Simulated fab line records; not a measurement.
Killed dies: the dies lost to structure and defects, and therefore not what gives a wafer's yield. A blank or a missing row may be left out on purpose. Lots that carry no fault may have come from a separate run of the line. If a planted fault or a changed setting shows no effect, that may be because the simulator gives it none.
Which tool is to blame? | flow nand_harc | 18 wafers from 6 lots sampled at 4 of the route's 1159 steps

## WHAT THE GAUGES READ, wafer by wafer
NHARC_END_SORT_01.
lot  | measured     | on        | killed_short
L230 | day 19 21:43 | prober-01 | 1 3 2
L231 | day 19 20:47 | prober-02 | 2 1 3
L234 | day 20 21:47 | prober-01 | 1 2 2
L236 | day 21 21:27 | prober-02 | 1 2 3
L238 | day 21 16:19 | prober-01 | 2 2 0
L252 | day 25 03:33 | prober-02 | 2 2 2

## TOOL THAT RAN EACH LOT (tool first, then ch and the chambers of the sampled wafers, then the start)
lot  | NHARC_P_M0_STRIP_18                | NHARC_P_M0_PVD_20            | NHARC_P_M0_ANNEAL_30
L230 | rie_diel-09 ch 0,1,2, day 6 10:36  | pvd_sputter-01, day 6 11:14  | rtp_anneal-01 ch 0, day 6 11:55
L231 | rie_diel-06 ch 2,3, day 6 12:47    | pvd_sputter-03, day 6 13:26  | rtp_anneal-01 ch 0, day 6 14:04
L234 | rie_diel-06 ch 0,1,3, day 7 11:01  | pvd_sputter-02, day 7 11:35  | rtp_anneal-01 ch 0, day 7 12:13
L236 | rie_diel-08 ch 0,1,2, day 7 16:14  | pvd_sputter-02, day 7 16:58  | rtp_anneal-01 ch 0, day 7 17:50
L238 | rie_diel-09 ch 0,1,2, day 8 05:59  | pvd_sputter-03, day 8 06:40  | rtp_anneal-01 ch 0, day 8 07:16
L252 | rie_diel-06 ch 1,2,3, day 11 15:40 | pvd_sputter-02, day 11 16:19 | rtp_anneal-01 ch 0, day 11 16:56
- NHARC_P_M0_STRIP_18: strips in N2/H2.
- NHARC_P_M0_PVD_20: deposits TaN, target thk 5 nm, time 8.06 s.
- NHARC_P_M0_ANNEAL_30: time 90 s.

## THE ANSWER, worked out from the rows above alone
Rule: what is usual is taken from the lots themselves. The widest of any qualifying gaps counts: lots, ordered by their means at a reading, are off when they make up no more than a third of the lots, leave a main group of 4 or more, and stand apart from it by 3 or more times the standard deviation of that group's means. The tables above print the reading to a certain number of digits; a main group whose means all agree to those digits is not used. A lot without any number at a reading at which 4 lots or more have one is off too. All remaining lots with rows at the step are treated as sound.
No lot is off at any reading shown: from this, nothing can be told.

## WHAT HAD BEEN PUT IN BY THE SIMULATOR
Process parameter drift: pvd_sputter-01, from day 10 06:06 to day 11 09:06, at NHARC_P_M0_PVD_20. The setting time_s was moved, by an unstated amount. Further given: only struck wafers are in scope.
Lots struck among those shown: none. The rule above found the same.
